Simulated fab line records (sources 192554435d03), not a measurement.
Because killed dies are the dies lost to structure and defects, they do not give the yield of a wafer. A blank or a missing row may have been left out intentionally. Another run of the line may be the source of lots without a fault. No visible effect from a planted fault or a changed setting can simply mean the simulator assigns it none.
fab line records | flow n5_finfet
record: lots: 4 | wafers: 12 | last_day: 17
route steps=1938 shown BEOL_M5@1129 PASSIVATION@1936
lots that met no fault: taken from a fault-free run of the same line
start_h: the number of hours between the record's first day and the start of the first shown wafer of the lot | wait_h: hours since the lot's step before | " repeats the value in the row above | L1.1+2: a single row standing in for several wafers | - no value present, or no start provided | * or withheld: withheld | < > ~ a bound
route shown NAME@n: a module of which the file shows steps, and the number in the route of the first | usual: mean/standard deviation taken from wafers without a fault | same: alike in all rows | chamber/n: place in a boat | sites: readings site by site | _std_site: how widely they spread, as a standard deviation | _edge_site: the outer-site mean with the inner-site mean subtracted | radius_mm: for every site, how far away it sits from the centre of the wafer | mask NAME#n: copy n | behind: the last tool/chamber to shape the wafer | hold: why the lot went on hold/how many hours it stayed there/how the hold came to an end | device: names the non-switching transistor (n, p or np) | end of line: the same wafers' tests at the end of the route | step lacking rows: just its recipe | killed: the dies lost at the first sort to structure and to defects; this is not the yield of the wafer | map: per-die view of a wafer (x killed, . not killed, _ where there is no die)
set.NAME: setting as actually run; set.NAME@STEP: the setting as run at that earlier step | model.NAME: the simulator's own value behind a step, which no gauge read
lots seen at some steps along the route; tables by step, rows by wafer
services: from which hour (start_h, from the record's first day; less than 0 if before it) a tool's chamber was out of use, for how many hours, and why
== steps ==
step: N5_BEOL_M5_DESCUM_16
recipe: chemistry: O2 | time_s: 7 | source_power_w: 50 | bias_power_w: 20 | pressure_mtorr: 20 | rf_frequency_hz: 2.712e+07 | temp_c: 40 | resist: CAR-EUV | o2_flow_sccm: 225
step: N5_BEOL_M5_ETCH_72
recipe: chemistry: N2/H2 | target: underlayer | target_depth_a: 65 | mask_material: CAR-EUV | time_s: 5.2 | ion_energy_ev: 200 | pressure_mtorr: 30 | source_w: 840 | bias_w: 150 | n2_flow_sccm: 200 | h2_flow_sccm: 200 | ends: cleared
step: N5_BEOL_M5_ETCH_61
recipe: chemistry: CF4 | target: SiARC | target_depth_a: 156 | mask_material: CAR-EUV | time_s: 26 | ion_energy_ev: 80 | pressure_mtorr: 40 | source_w: 545 | bias_w: 36 | Ar_flow_sccm: 100 | cf4_flow_sccm: 100 | ends: cleared
step: N5_BEOL_M5_ETCH_62
recipe: chemistry: N2/H2 | target: SOC | target_depth_a: 750 | overetch_a: 150 | mask_material: SiARC | temp_c: 40 | time_s: 112.5 | ion_energy_ev: 200 | pressure_mtorr: 30 | source_w: 840 | bias_w: 150 | n2_flow_sccm: 200 | h2_flow_sccm: 200
step: N5_BEOL_M5_STRIP_63
recipe: chemistry: N2/H2 | temp_c: 40 | n2_flow_sccm: 200 | h2_flow_sccm: 200 | rf_frequency_hz: 6e+07
step: N5_BEOL_M5_STRIP_73
recipe: chemistry: N2/H2 | temp_c: 40 | n2_flow_sccm: 200 | h2_flow_sccm: 200 | rf_frequency_hz: 6e+07
step: N5_BEOL_M5_STRIP_64
recipe: chemistry: CF4 | resist: SiARC | power_w: 300 | bias_power_w: 75 | pressure_mtorr: 50 | cf4_flow_sccm: 150 | rf_frequency_hz: 6e+07
step: N5_BEOL_M5_HM_OPEN_17
recipe: chemistry: Cl2/BCl3 | target_depth_a: 200 | overetch_a: 60 | target: TiN | mask_material: SOC | ion_energy_ev: 150 | pressure_mtorr: 10 | icp_w: 1000 | bias_w: 126 | Cl2_flow_sccm: 53.25 | bcl3_flow_sccm: 21.75 | Ar_flow_sccm: 25
step: N5_BEOL_M5_STRIP_19
recipe: chemistry: O2 | power_w: 400 | temp_c: 40 | pressure_mtorr: 30 | rf_frequency_hz: 6e+07 | bias_power_w: 0 | overash_fraction: 0.2 | o2_flow_sccm: 225
step: N5_BEOL_M5_COAT_65
recipe: resist: SOC | temp_c: 250 | time_s: 60 | spin_rpm: 1500 | resist_thk_nm: 60
step: N5_BEOL_M5_COAT_66
recipe: resist: SiARC | temp_c: 220 | time_s: 60 | spin_rpm: 1500 | resist_thk_nm: 12
usual: spin_speed_rpm: 1500.0/1
same: time_s: 60
lot.wafer | tool           | chamber | start_h | wait_h | spin_speed_rpm
L411.2    | litho_track-05 | 0       | 162.88  | -      | 1498.6
L411.4    | "              | 0       | "       | "      | 1498.9
L411.5    | "              | 0       | "       | "      | 1500.6
L425.1    | litho_track-05 | 0       | 249.65  | -      | 1444.1
L425.4    | "              | 0       | "       | "      | 1442.9
L425.6    | "              | 0       | "       | "      | 1444.7
L427.2    | litho_track-05 | 0       | 269.03  | -      | 1444.5
L427.5    | "              | 0       | "       | "      | 1444.2
L427.6    | "              | 0       | "       | "      | 1445.0
L434.3    | litho_track-02 | 0       | 314.90  | -      | 1498.2
L434.4    | "              | 0       | "       | "      | 1498.7
L434.6    | "              | 0       | "       | "      | 1499.4
step: N5_BEOL_M5_COAT_74
recipe: resist: underlayer | temp_c: 205 | time_s: 60 | spin_rpm: 1500 | resist_thk_nm: 5
step: N5_BEOL_M5_COAT_22
recipe: resist: CAR-EUV | spin_rpm: 1500 | resist_thk_nm: 30
step: N5_BEOL_M5_EBR_24
recipe: solvent: PGMEA | ebr_width_mm: 1.5
step: N5_BEOL_M5_SOFTBAKE_23
recipe: temp_c: 110 | time_s: 60 | resist: CAR-EUV
step: N5_BEOL_M5_EXPOSE_25
recipe: mask_id: V4 | na: 0.33 | source_shape: quasar | sigma_inner: 0.2 | sigma_outer: 0.6 | polarization: unpolarized | defocus_nm: 10 | dose_mj: 52.75
step: N5_BEOL_M5_PEB_26
recipe: peb_temp_c: 100 | peb_time_s: 60 | resist: CAR-EUV
step: N5_BEOL_M5_DEVELOP_27
recipe: develop_time_s: 30 | developer: TMAH | resist: CAR-EUV | rinse_liquid: surfactant_rinse | dry: air_spin | dev_temp_c: 23
step: N5_BEOL_M5_DESCUM_33
recipe: chemistry: O2 | time_s: 7 | source_power_w: 50 | bias_power_w: 20 | pressure_mtorr: 20 | rf_frequency_hz: 2.712e+07 | temp_c: 40 | resist: CAR-EUV | o2_flow_sccm: 225
step: N5_BEOL_M5_ETCH_75
recipe: chemistry: N2/H2 | target: underlayer | target_depth_a: 65 | mask_material: CAR-EUV | time_s: 5.2 | ion_energy_ev: 200 | pressure_mtorr: 30 | source_w: 840 | bias_w: 150 | n2_flow_sccm: 200 | h2_flow_sccm: 200 | ends: cleared
step: N5_BEOL_M5_ETCH_67
recipe: chemistry: CF4 | target: SiARC | target_depth_a: 156 | mask_material: CAR-EUV | time_s: 26 | ion_energy_ev: 80 | pressure_mtorr: 40 | source_w: 545 | bias_w: 36 | Ar_flow_sccm: 100 | cf4_flow_sccm: 100 | ends: cleared
usual: cf4_flow_sccm: 100.0/0.31 | drypump_motor_current_A: 5.4/0.5 | etch_rf_on_time_s: 25.6/0.65 | oes_product_au: 0.69/0.087 | rf_vpp_V: 184.4/1.3 | showerhead_plenum_p_Torr: 2.16/0.071 | throttle_valve_pct: 15.54/0.29
lot.wafer | tool        | chamber | start_h | wait_h | cf4_flow_sccm | drypump_motor_current_A | etch_rf_on_time_s | oes_product_au | rf_hours_counter_h | rf_vpp_V | showerhead_plenum_p_Torr | throttle_valve_pct | model.etch.depth_nm
L411.2    | rie_diel-01 | 2       | 163.32  | 0.0    | 99.7          | 5.4                     | 26.6              | 0.62           | 174                | 184.4    | 2.13                     | 15.76              | 12.05
L411.4    | "           | 0       | "       | "      | 99.5          | 5.4                     | 24.8              | 0.73           | -                  | 187.7    | 2.25                     | 15.49              | 12.01
L411.5    | "           | 3       | "       | "      | 99.6          | 5.7                     | 25.4              | 0.62           | -                  | 186.9    | 2.22                     | 15.66              | 12.03
L425.1    | rie_diel-02 | 0       | 250.10  | 0.0    | 100.6         | 6.5                     | 25.9              | 0.79           | 11                 | 184.2    | 2.18                     | 15.00              | 12.2
L425.4    | "           | 2       | "       | "      | 99.8          | 5.1                     | 27.4              | 0.59           | 230                | 182.1    | 2.12                     | 15.59              | 12.21
L425.6    | "           | 2       | "       | "      | 100.4         | 5.1                     | 27.6              | 0.58           | -                  | 184.3    | 2.12                     | 15.58              | 12.2
L427.2    | rie_diel-01 | 2       | 269.89  | 0.0    | 99.6          | 5.4                     | 26.7              | 0.60           | 205                | 184.0    | 2.12                     | 15.85              | 12.21
L427.5    | "           | 0       | "       | "      | 99.5          | 5.3                     | 25.6              | 0.69           | -                  | 185.3    | 2.24                     | 15.56              | 12.22
L427.6    | "           | 3       | "       | "      | 100.1         | 5.7                     | 25.8              | 0.59           | -                  | 185.5    | 2.21                     | 15.72              | 12.22
L434.3    | rie_diel-02 | 0       | 315.38  | 0.0    | 99.7          | 6.5                     | 25.4              | 0.76           | 33                 | 184.4    | 2.17                     | 15.04              | 11.96
L434.4    | "           | 0       | "       | "      | 99.6          | 6.5                     | 25.5              | 0.76           | -                  | 186.5    | 2.17                     | 15.05              | 11.96
L434.6    | "           | 1       | "       | "      | 99.2          | 5.6                     | 25.5              | 0.61           | -                  | 185.1    | 2.22                     | 15.92              | 11.98
step: N5_BEOL_M5_ETCH_68
recipe: chemistry: N2/H2 | target: SOC | target_depth_a: 800 | overetch_a: 160 | mask_material: SiARC | temp_c: 40 | time_s: 120 | ion_energy_ev: 200 | pressure_mtorr: 30 | source_w: 840 | bias_w: 150 | n2_flow_sccm: 200 | h2_flow_sccm: 200
step: N5_PASSIVATION_PROBE_49
usual: defect_limited_yield: 91.3/1.5 | killed_at_M0_to_M3: 34/11 | killed_at_M4_up: 14/6.1 | killed_at_contacts: 12/5.9 | killed_at_front_end: 39/11 | killed_at_other: 4/3.3 | killed_dies: 102/18 | killed_open: 67/13 | killed_short: 33/7.9 | sort_bin_5_function: 5.1/1 | sort_bin_6_memory: 3.3/0.7 | sort_bin_8_speed: 0.1/0.69 | sort_n_pass: 1077/19 | sort_yield_pct: 91.3/1.6
same: gross_dies: 1180 | killed_at_back_side: 0 | sort_bin_4_leakage[%]: 0
lot.wafer | tool      | chamber | start_h | wait_h | defect_limited_yield[%] | killed_at_M0_to_M3 | killed_at_M4_up | killed_at_contacts | killed_at_front_end | killed_at_other | killed_dies | killed_open | killed_short | sort_bin_5_function[%] | sort_bin_6_memory[%] | sort_bin_8_speed[%] | sort_n_pass | sort_yield_pct[%]
L425.1    | prober-01 | -       | 343.61  | 0.0    | 92.4                    | 30                 | 19              | 8                  | 30                  | 3               | 90          | 59          | 27           | 4.4                    | 3.0                  | 0                   | 1090        | 92.4
L425.4    | prober-01 | -       | 343.76  | 0.2    | 90.6                    | 35                 | 20              | 11                 | 39                  | 6               | 111         | 74          | 37           | 5.5                    | 3.6                  | 0                   | 1069        | 90.6
L425.6    | prober-01 | -       | 343.86  | 0.3    | 91.4                    | 25                 | 24              | 9                  | 32                  | 11              | 101         | 68          | 32           | 5.6                    | 2.8                  | 0.1                 | 1078        | 91.4
killed by level:class
L425.1 BEOL_M4:geometric_particle:open=10 BEOL_M0_SAQP:geometric_particle:short=9 FIN_SAQP:geometric_particle:open=8 MOL_CONTACT_COAG:geometric_particle:open=8 BEOL_M0_SAQP:geometric_particle:open=7 STI_FIN_REVEAL:geometric_particle:open=5 BEOL_M3:geometric_particle:open=5 FIN_SAQP:geometric_particle:short=3
L425.4 FIN_SAQP:geometric_particle:open=11 BEOL_M3:geometric_particle:open=11 BEOL_M0_SAQP:geometric_particle:short=9 MOL_CONTACT_COAG:geometric_particle:open=9 FIN_SAQP:geometric_particle:short=8 BEOL_M0_SAQP:geometric_particle:open=8 BEOL_M4:geometric_particle:open=6 BEOL_M5:geometric_particle:open=5
L425.6 BEOL_M3:geometric_particle:open=11 BEOL_M4:geometric_particle:open=10 FIN_SAQP:geometric_particle:open=6 MOL_CONTACT_COAG:geometric_particle:open=6 GATE_CUT:geometric_particle:short=5 BEOL_M2:geometric_particle:open=5 DUMMY_GATE:geometric_particle:open=4 BEOL_M0_SAQP:geometric_particle:open=4
== services ==
tool        | chamber | start_h | hours | kind
rie_diel-01 | 1       | 151.64  | -     | clean
rie_diel-01 | 1       | 151.64  | -     | consumable_replace:focus_ring
rie_diel-01 | 1       | 151.64  | 17.7  | scheduled_down
rie_diel-01 | 1       | 151.64  | 17.7  | vent_cycle
rie_diel-02 | 0       | 185.57  | -     | clean
rie_diel-02 | 0       | 185.57  | -     | consumable_replace:focus_ring
rie_diel-02 | 0       | 185.57  | 15.5  | scheduled_down
rie_diel-02 | 0       | 185.57  | 15.5  | vent_cycle
rie_diel-01 | 1       | 187.31  | 5.4   | repair
rie_diel-02 | 0       | 227.10  | 2.8   | repair
rie_diel-02 | 1       | 264.14  | 12.0  | repair
rie_diel-02 | 2       | 311.35  | -     | clean
rie_diel-02 | 2       | 311.35  | -     | consumable_replace:focus_ring
rie_diel-02 | 2       | 311.35  | 23.3  | scheduled_down
rie_diel-02 | 2       | 311.35  | 23.3  | vent_cycle
== key ==
first_sign: step: N5_BEOL_M5_COAT_66 | reading: spin_speed_rpm | direction: down | sigmas: 55 | usual: * | struck: *
effect none on later readings
model_effect: step: N5_BEOL_M5_ETCH_67 | value: etch.depth_nm | without: 11.98 | struck: 12.21
met_at N5_BEOL_M5_COAT_66
struck_wafers L425.1,L425.4,L425.6,L427.2,L427.5,L427.6
onset_between 162.88 249.65
fault: kind: process_parameter_drift | tool: litho_track-05 | chamber: - | onset_h: 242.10 | steps: N5_BEOL_M5_COAT_66 | channel: spin_rpm | offset: * | shape: step | end_h: 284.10 | acts_in: * | stated: *
